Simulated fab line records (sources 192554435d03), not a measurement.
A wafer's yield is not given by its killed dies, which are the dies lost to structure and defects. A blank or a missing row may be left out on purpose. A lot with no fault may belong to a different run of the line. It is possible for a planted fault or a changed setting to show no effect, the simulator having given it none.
Split-lot experiment    flow n5-finfet    21 wafers read from 7 lots, route of 1938 steps

## ABOUT THE SPLIT
At N5_BEOL_M0_SAQP_COAT_81 (time 60 s, resist thk 100 nm), the setting spin-rpm was moved away from the recipe's 1500 rpm on 8 of the 21 wafers read, by -10.3% to +7.3%. All remaining wafers had this setting at the recipe value.

The split's own step is where the reading is taken.

## THE READING
SOC_of_BEOL_M0_SAQP_COAT_81.thk-nm (the simulator's own value, which no gauge read), in nm, at N5_BEOL_M0_SAQP_COAT_81 (time 60 s, resist thk 100 nm). No usual value for it is given in the file. Average 100.1 nm, standard deviation 0.38 nm, over the 13 wafers here run with the recipe.

wafer   tool, chamber at the split  spin-rpm as run, rpm  against the recipe  SOC_of_BEOL_M0_SAQP_COAT_81.thk-nm, nm  against lot-mates on the recipe
L077.2  litho-track-05, 0           1500                  recipe              99.6                                    -
L077.5  litho-track-05, 0           1609                  +7.3%               96.2                                    -3.3
L077.6  litho-track-05, 0           1500                  recipe              99.4                                    -
L080.2  litho-track-01, 0           1500                  recipe              100.4                                   -
L080.3  litho-track-01, 0           1500                  recipe              100.6                                   -
L080.5  litho-track-01, 0           1557                  +3.8%               98.4                                    -2.1
L085.2  litho-track-04, 0           1500                  recipe              100                                     -
L085.3  litho-track-04, 0           1500                  recipe              100                                     -
L085.5  litho-track-04, 0           1500                  recipe              100.4                                   -
L090.2  litho-track-05, 0           1557                  +3.8%               97.8                                    -2.0
L090.4  litho-track-05, 0           1557                  +3.8%               98                                      -1.8
L090.6  litho-track-05, 0           1500                  recipe              99.8                                    -
L093.1  litho-track-05, 0           1500                  recipe              100.2                                   -
L093.5  litho-track-05, 0           1500                  recipe              100.4                                   -
L093.6  litho-track-05, 0           1500                  recipe              100.6                                   -
L096.3  litho-track-04, 0           1420                  -5.3%               103.2                                   +3.0
L096.4  litho-track-04, 0           1420                  -5.3%               103.2                                   +3.0
L096.6  litho-track-04, 0           1500                  recipe              100.2                                   -
L097.3  litho-track-05, 0           1346                  -10.3%              105.4                                   +5.8
L097.6  litho-track-05, 0           1346                  -10.3%              105.4                                   +5.8
L097.5  litho-track-05, 0           1500                  recipe              99.6                                    -

FIT RESULTS
A straight line over all 21 wafers: SOC_of_BEOL_M0_SAQP_COAT_81.thk-nm changes by -0.532 nm for each +1% of spin-rpm; r = -0.99; the points scatter about the line by 0.35 nm.
The same after taking each lot's own level away (the mean of its wafers on the recipe; 21 wafers): -0.54 nm for each +1%; r = -1.00; scatter 0.19 nm.
On that fit, the largest move of spin-rpm shifts the reading by 5.5 nm.
The span of the lots' own levels, 99.50 to 100.50 nm, comes to 2.6 times the standard deviation stated above.
Consequently the slope shifts little with the lot-to-lot level, the two slopes agreeing.
Check: for one of the wafers moved furthest among these (-10.3%), held out of the fit, the line's prediction against its lot-mates is +5.54 nm. Against them it came out at +5.8 nm.

## FURTHER SPLITS ON THESE WAFERS
Before the reading, these wafers also passed through other splits. Each is held against what the fit with the lots' levels taken away leaves over:
other split on the same wafers            wafers away from the commonest value  r with SOC_of_BEOL_M0_SAQP_COAT_81.thk-nm (lot level and that fit taken away)
N5_SD_EPI_N_EXPOSE_06 dose-mj             7                                     +0.16
N5_SDB_COAT_03 spin-rpm                   7                                     -0.06
N5_SDB_ETCH_17 bias-w                     11                                    -0.13
N5_HKMG_FIN_DESCUM_53 time-s              5                                     -0.10
N5_HKMG_FIN_ETCH_54 source-w              8                                     +0.11
N5_GATE_CUT_ALD_22 ald-cycles             5                                     -0.50
N5_MOL_CONTACT_COAG_COAT_104 spin-rpm     3                                     +0.09
N5_MOL_CONTACT_COAG_CVD_140 target-thk-a  6                                     -0.08

## FILE'S OWN FIT
SOC_of_BEOL_M0_SAQP_COAT_81.thk-nm changes by -0.532 nm for each +1% of spin-rpm, r = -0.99.
